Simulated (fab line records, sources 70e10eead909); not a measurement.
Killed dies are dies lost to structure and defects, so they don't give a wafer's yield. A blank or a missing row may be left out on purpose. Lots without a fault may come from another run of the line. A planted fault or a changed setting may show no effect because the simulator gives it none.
fab line records | flow nand_harc
record lots=15 wafers=43 last_day=34
route steps=1302 shown A_ONON_D1@429 A_CHANNEL_HOLE_D1@450 END@1302
lots that met no fault: from a run of the same line without faults
start_h: hours from the record's first day to the start of the lot's first wafer shown | wait_h: hours since the lot's step before | " the same as in the row above | L1.1+2: a row that stands for several wafers | - no value, or no start given | * or withheld: withheld | < > ~ a bound
route shown NAME@n: a module of which the file shows steps, and the number in the route of the first | usual: mean/standard deviation of fault-free wafers | same: alike in all rows | chamber/n: place in a boat | sites: the reading at each site | _std_site: their standard deviation | _edge_site: outer sites' mean less inner sites' | radius_mm: how far each site lies from the wafer's centre | mask NAME#n: copy n | behind: the tool/chamber that last shaped the wafer | hold: why the lot was held/for how many hours/how that ended | device: the transistor (n, p or np) that didn't switch | end of line: the same wafers' tests at the end of the route | a step without rows: its recipe alone | killed: dies lost to structure and defects at the first sort, not the wafer's yield | map: a wafer's dies, x killed, . not, _ none there
set.NAME: the setting as run; set.NAME@STEP: as run at that earlier step | model.NAME: the simulator's own value behind a step, which no gauge read
steps of the route over a sample of lots; a table a step, a row a wafer
services: from which hour (start_h, from the record's first day; less than 0 if before it) a tool's chamber was out of use, for how many hours, and why
## steps
# step NHARC_A_ONON_D1_THK_MEAS_08
# recipe thk_meas_gauge=ellipsometry
# usual thk_nm=1002/7.7
# columns lot.wafer tool chamber start_h wait_h thk_nm
L701.3 film_metro-01 - 161.08 - 1002
L701.5 " - " " 1000
L701.6 " - " " 1001
L703.2 film_metro-02 - 182.47 - 1000
L703.5 " - " " 1000
L703.6 " - " " 1001
L704.2 film_metro-01 - 192.13 - 1013
L704.3 " - " " 1015
L704.5 " - " " 1014
L705.1 film_metro-02 - 205.89 - 996
L705.5 " - " " 995
L705.6 " - " " 999
L706.1 film_metro-02 - 218.04 - 998
L706.5 " - " " 1001
L706.6 " - " " 998
L708.2 film_metro-01 - 231.86 - 999
L708.3 " - " " 999
L708.4 " - " " 1000
L707.2 film_metro-01 - 231.89 - 1009
L707.3 " - " " 1006
L707.5 " - " " 1007
L711.1 film_metro-02 - 260.35 - 987
L711.2 " - " " 987
L711.6 " - " " 985
L712.2 film_metro-02 - 274.40 - 1002
L712.3 " - " " 1001
L712.6 " - " " 1001
L715.3 film_metro-01 - 315.48 - 1002
L715.5 " - " " 1001
L718.4 film_metro-02 - 328.45 - 1014
L718.6 " - " " 1011
L719.1 film_metro-01 - 345.66 - 1009
L719.2 " - " " 1010
L719.4 " - " " 1008
L721.1 film_metro-02 - 364.65 - 1002
L721.4 " - " " 1003
L721.5 " - " " 1002
L723.1 film_metro-01 - 381.10 - 1017
L723.3 " - " " 1015
L723.4 " - " " 1016
L724.1 film_metro-01 - 387.81 - 995
L724.2 " - " " 994
L724.5 " - " " 994
# step NHARC_A_ONON_D1_DEP_12
# recipe target_thk_a=10000 n2_flow_sccm=2750 n2o_flow_sccm=2000 nh3_flow_sccm=500 sih4_flow_sccm=210 temp_c=400
# usual nh3_flow_sccm=499.5/1.4
# columns lot.wafer tool chamber start_h wait_h nh3_flow_sccm
L701.3 pecvd_onon-01 0 161.81 0.2 497.9
L701.5 " 0 " " 498.0
L701.6 " 0 " " 500.5
L703.2 pecvd_onon-01 0 183.14 0.1 501.1
L703.5 " 0 " " 499.4
L703.6 " 0 " " 500.7
L704.2 pecvd_onon-01 0 192.82 0.1 498.9
L704.3 " 0 " " 499.3
L704.5 " 0 " " 501.6
L705.1 pecvd_onon-02 0 206.51 0.1 498.8
L705.5 " 0 " " 497.5
L705.6 " 0 " " 497.2
L706.1 pecvd_onon-01 0 218.66 0.1 503.1
L706.5 " 0 " " 500.7
L706.6 " 0 " " 500.9
L708.2 pecvd_onon-01 0 232.54 0.1 498.9
L708.3 " 0 " " 498.2
L708.4 " 0 " " 499.3
L707.2 pecvd_onon-02 0 232.57 0.1 498.4
L707.3 " 0 " " 501.6
L707.5 " 0 " " 498.8
L711.1 pecvd_onon-02 0 260.96 0.1 500.8
L711.2 " 0 " " 501.1
L711.6 " 0 " " 500.4
L712.2 pecvd_onon-02 0 275.07 0.1 500.4
L712.3 " 0 " " 499.8
L712.6 " 0 " " 499.4
L715.3 pecvd_onon-03 0 316.22 0.2 499.0
L715.5 " 0 " " 498.6
L718.4 pecvd_onon-03 0 329.25 0.2 500.1
L718.6 " 0 " " 500.7
L719.1 pecvd_onon-03 0 346.28 0.1 498.5
L719.2 " 0 " " 499.2
L719.4 " 0 " " 501.0
L721.1 pecvd_onon-02 0 365.27 0.1 496.1
L721.4 " 0 " " 499.0
L721.5 " 0 " " 500.0
L723.1 pecvd_onon-01 0 381.72 0.1 501.5
L723.3 " 0 " " 501.7
L723.4 " 0 " " 499.5
L724.1 pecvd_onon-01 0 388.43 0.1 498.0
L724.2 " 0 " " 497.7
L724.5 " 0 " " 499.4
# step NHARC_A_ONON_D1_THK_MEAS_14
# recipe thk_meas_gauge=ellipsometry
# usual thk_nm=1000/11
# columns lot.wafer tool chamber start_h wait_h thk_nm
L701.3 film_metro-01 - 162.21 - 987
L701.5 " - " " 985
L701.6 " - " " 988
L703.2 film_metro-01 - 183.60 - 1007
L703.5 " - " " 1006
L703.6 " - " " 1007
L704.2 film_metro-02 - 193.27 - 994
L704.3 " - " " 995
L704.5 " - " " 996
L705.1 film_metro-01 - 207.05 - 1020
L705.5 " - " " 1018
L705.6 " - " " 1020
L706.1 film_metro-01 - 219.17 - 993
L706.5 " - " " 992
L706.6 " - " " 993
L708.2 film_metro-02 - 232.99 - 1017
L708.3 " - " " 1018
L708.4 " - " " 1016
L707.2 film_metro-01 - 233.02 - 989
L707.3 " - " " 990
L707.5 " - " " 991
L711.1 film_metro-01 - 261.47 - 1000
L711.2 " - " " 1001
L711.6 " - " " 1002
L712.2 film_metro-02 - 275.52 - 1006
L712.3 " - " " 1008
L712.6 " - " " 1010
L715.3 film_metro-01 - 316.61 - 786
L715.5 " - " " 999
L718.4 film_metro-02 - 329.59 - 804
L718.6 " - " " 1015
L719.1 film_metro-02 - 346.79 - 978
L719.2 " - " " 976
L719.4 " - " " 767
L721.1 film_metro-01 - 365.78 - 993
L721.4 " - " " 995
L721.5 " - " " 995
L723.1 film_metro-01 - 382.22 - 1009
L723.3 " - " " 1007
L723.4 " - " " 1008
L724.1 film_metro-01 - 388.93 - 1011
L724.2 " - " " 1012
L724.5 " - " " 1012
# step NHARC_A_CHANNEL_HOLE_D1_DEP_00
# recipe target_thk_a=31000 temp_c=400 material=aC
# usual throttle_valve_pct=35.000/0.0095
# columns lot.wafer tool chamber start_h wait_h throttle_valve_pct
L701.3 acl_dep-01 0 176.87 0.7 35.006
L701.5 " 0 " " 34.997
L701.6 " 0 " " 34.997
L703.2 acl_dep-03 0 201.37 6.8 35.008
L703.5 " 0 " " 34.995
L703.6 " 0 " " 35.010
L704.2 acl_dep-03 0 206.98 3.2 35.009
L704.3 " 0 " " 35.005
L704.5 " 0 " " 34.999
L705.1 acl_dep-03 0 218.30 0.1 34.992
L705.5 " 0 219.60 1.4 34.995
L705.6 " 0 " " 35.017
L706.1 acl_dep-02 0 230.86 0.1 35.011
L706.5 " 0 232.14 1.3 34.996
L706.6 " 0 " " 34.991
L707.2 acl_dep-03 0 251.41 7.5 34.995
L707.3 " 0 " " 35.006
L707.5 " 0 " " 34.983
L708.2 acl_dep-01 0 251.66 7.8 35.016
L708.3 " 0 " " 34.994
L708.4 " 0 " " 35.007
L711.1 acl_dep-03 0 271.66 2.3 35.012
L711.2 " 0 " " 35.015
L711.6 " 0 273.24 3.9 34.991
L712.2 acl_dep-02 0 287.31 1.4 35.016
L712.3 " 0 " " 34.995
L712.6 " 0 " " 35.000
L715.5 acl_dep-02 0 334.24 1.8 35.000
L718.6 acl_dep-01 0 344.81 4.4 35.007
L719.1 acl_dep-03 0 360.96 1.8 35.003
L719.2 " 0 " " 35.007
L721.1 acl_dep-02 0 383.79 7.1 35.007
L721.4 " 0 " " 35.000
L721.5 " 0 " " 34.994
L723.1 acl_dep-02 0 394.98 0.1 35.010
L723.3 " 0 " " 35.003
L723.4 " 0 " " 35.006
L724.1 acl_dep-01 0 403.07 1.1 35.000
L724.2 " 0 " " 34.977
L724.5 " 0 " " 34.986
# step NHARC_END_SORT_01
# recipe temp_c=25
# usual killed_at_array=59/24 killed_at_other=0.7/1.2 killed_at_periphery=3.5/2.6 killed_dies=63/24 killed_open=3.2/2.1 killed_short=2.4/1.5
# same gross_dies=677
# columns lot.wafer tool chamber start_h wait_h killed_at_array killed_at_other killed_at_periphery killed_dies killed_open killed_short
L719.1 prober-01 0 745.22 2.5 93 2 5 100 6 1
L719.2 prober-01 0 746.03 2.8 100 0 1 101 6 6
L719.4 prober-01 0 747.63 3.4 676 0 1 677 2 0
# killed by level:class
L719.1 A_CHANNEL_HOLE_D1:chamber_film_flake=33 A_SLIT:chamber_film_flake=30 A_CHANNEL_HOLE_D2:chamber_film_flake=24 P_M0:geometric_particle:open=2 A_ZERO_WELL:chamber_film_flake=2 P_STI:geometric_particle:open=1 A_CHANNEL_FILL_D2:geometric_particle:open=1 A_WL_FILL:geometric_particle:short=1
L719.2 A_CHANNEL_HOLE_D1:chamber_film_flake=30 A_SLIT:chamber_film_flake=27 A_CHANNEL_HOLE_D2:chamber_film_flake=26 A_STAIRCASE:chamber_film_flake=3 A_CHANNEL_FILL_D2:geometric_particle:open=2 A_SGD_CUT:geometric_particle:short=2 A_ZERO_WELL:chamber_film_flake=2 P_M0:geometric_particle:short=1
L719.4 A_ONON_D1:area_dep=584 A_CHANNEL_HOLE_D1:chamber_film_flake=33 A_SLIT:chamber_film_flake=23 A_CHANNEL_HOLE_D2:chamber_film_flake=21 A_STAIRCASE:chamber_film_flake=7 A_DECK1_JOINT:chamber_film_flake=2 A_CONTACT:chamber_film_flake=2 A_CHANNEL_FILL_D1:geometric_particle:open=1
## services
# columns tool chamber start_h hours kind
pecvd_onon-02 - 185.01 13.0 pm
acl_dep-01 - 189.81 13.0 pm
pecvd_onon-03 - 213.24 12.8 repair
pecvd_onon-03 - 227.11 13.0 pm
acl_dep-02 - 242.58 13.0 pm
pecvd_onon-01 - 269.45 13.0 pm
acl_dep-03 - 298.72 13.0 pm
acl_dep-02 - 350.87 1.4 repair
pecvd_onon-02 - 366.01 13.0 pm
acl_dep-01 - 370.81 13.0 pm
## key
first_sign step=NHARC_A_ONON_D1_THK_MEAS_14 reading=thk_nm direction=down sigmas=20 usual=1000 struck=785
effect step=NHARC_END_SORT_01 reading=killed_at_array direction=up sigmas=26 usual=59 struck=676
more_kills_born_at NHARC_A_ONON_D1_DEP_12@pecvd_onon-03=584
met_at NHARC_A_ONON_D1_DEP_12
struck_lots L715,L718,L719
struck_wafers L715.3,L718.4,L719.4
later_rows_left_out L715.3,L718.4,L719.4
sort_left_out L715.3,L718.4
tester_left_out L715,L718,L719
not_acting_at NHARC_A_ONON_D1_THK_MEAS_08,NHARC_A_CHANNEL_HOLE_D1_DEP_00
fault kind=process_parameter_drift tool=pecvd_onon-03 chamber=- onset_h=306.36 steps=NHARC_A_ONON_D1_DEP_12 channel=target_thk_a offset=* shape=step end_h=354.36 scope=struck_wafers_only acts_in=* stated=*
# tester_left_out: of these lots the tester's yield and bins aren't shown, on N5 and GAA mostly nor the transistor test; their killed dies are dies lost to structure and defects alone, not to doping, threshold or leakage, so they don't give the yield
# sort_left_out: the simulated sort isn't trusted on such a fault, so these wafers' sort isn't shown, and their yield isn't known
# later_rows_left_out: the simulator's readings of these wafers behind a module that went badly wrong aren't trusted and aren't shown, but for the sort
